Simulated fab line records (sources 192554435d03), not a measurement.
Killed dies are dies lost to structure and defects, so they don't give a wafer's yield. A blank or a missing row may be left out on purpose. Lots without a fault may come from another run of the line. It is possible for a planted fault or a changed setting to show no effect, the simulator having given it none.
Which tool did it? -- flow n5-finfet -- 10 lots, 27 wafers sampled, at 5 steps of a route of 1938

== WHAT EACH GAUGE READ, for each wafer ==
N5_BEOL_M1_THK_MEAS_53: measures by xrf.
lot,measured,on,M1_THK (nm)
L641,day 6 16:58,film-metro-02,36.7 38.5 39.2
L643,day 7 10:44,film-metro-02,41.0 38.6 41.5
L647,day 8 12:38,film-metro-01,40.6 37.7
L650,day 9 01:56,film-metro-01,41.3 39.6 38.2
L649,day 9 04:34,film-metro-02,39.8 40.1
L651,day 9 18:03,film-metro-01,140.1 147.9 148.0
L652,day 9 19:42,film-metro-02,38.9 39.2 40.8
L653,day 10 01:57,film-metro-02,148.8 150.4 153.4
L661,day 13 00:28,film-metro-02,38.1 41.6
L662,day 13 03:48,film-metro-01,39.5 38.9 36.0

== TOOL THAT RAN EACH LOT (tool first, then ch and the chambers of the sampled wafers, then the start) ==
lot,N5_BEOL_M1_ANNEAL_89,N5_BEOL_M1_SPUTTER_90,N5_BEOL_M1_SPUTTER_94,N5_BEOL_M1_CMP_52
L641,"pvd-sputter-01, day 6 15:13","pvd-sputter-01, day 6 15:21","pvd-sputter-01, day 6 15:47","cmp-02 ch 0,2,3, day 6 16:40"
L643,"pvd-sputter-01, day 7 09:08","pvd-sputter-01, day 7 09:17","pvd-sputter-01, day 7 09:43","cmp-02 ch 0,1,2, day 7 10:26"
L647,"pvd-sputter-02, day 8 09:26","pvd-sputter-02, day 8 09:34","pvd-sputter-02, day 8 10:01","cmp-03 ch 2,3, day 8 12:25"
L650,"pvd-sputter-02, day 8 22:44","pvd-sputter-02, day 8 22:53","pvd-sputter-02, day 8 23:19","cmp-02 ch 1,3, day 9 01:39"
L649,"pvd-sputter-03, day 9 02:58","pvd-sputter-03, day 9 03:07","pvd-sputter-03, day 9 03:33","cmp-02 ch 1,2, day 9 04:23"
L651,"pvd-sputter-02, day 9 15:47","pvd-sputter-02, day 9 15:55","pvd-sputter-02, day 9 16:22","cmp-02 ch 1,3, day 9 17:47"
L652,"pvd-sputter-03, day 9 18:07","pvd-sputter-03, day 9 18:15","pvd-sputter-03, day 9 18:41","cmp-01 ch 0,1,3, day 9 19:24"
L653,"pvd-sputter-01, day 10 00:21","pvd-sputter-01, day 10 00:29","pvd-sputter-01, day 10 00:56","cmp-02 ch 1,2, day 10 01:40"
L661,"pvd-sputter-02, day 12 22:53","pvd-sputter-02, day 12 23:01","pvd-sputter-02, day 12 23:28","cmp-01 ch 0,3, day 13 00:10"
L662,"pvd-sputter-01, day 13 02:10","pvd-sputter-01, day 13 02:19","pvd-sputter-01, day 13 02:47","cmp-02 ch 0,1,3, day 13 03:30"
- N5_BEOL_M1_ANNEAL_89: time 240 s.
- N5_BEOL_M1_SPUTTER_90: material Cu, target thk 4.5 nm, time 8.29 s.
- N5_BEOL_M1_SPUTTER_94: material Cu, target thk 4.5 nm, time 8.29 s.
- N5_BEOL_M1_CMP_52: polishes, stops on SiOC, t overpolish 6.8 s, target thk 40 nm.

== THE ANSWER, worked out from the rows above alone ==
Rule: usual is defined by the lots themselves. The widest of any qualifying gaps counts: lots, ordered by their means at a reading, are off when they make up no more than a third of the lots, leave a main group of 4 or more, and stand apart from it by 3 or more times the standard deviation of that group's means. If all means in a main group match to the digits the tables above print for the reading, that group is not used. Also off: a lot with no number at a reading for which 4 or more lots have one. The other lots that the step has rows for count as sound.
Off: L651, L653, at N5_BEOL_M1_THK_MEAS_53 (M1_THK). The main group has a mean of 39.4 nm with a standard deviation of 0.78.
A tool fits if, at a process step before that reading, it ran every lot that is off, and no sound lot after the first of them. The gauges at N5_BEOL_M1_THK_MEAS_53 are tried like those tools. None of those tried fits.

== WHAT THE SIMULATOR HAD PUT IN ==
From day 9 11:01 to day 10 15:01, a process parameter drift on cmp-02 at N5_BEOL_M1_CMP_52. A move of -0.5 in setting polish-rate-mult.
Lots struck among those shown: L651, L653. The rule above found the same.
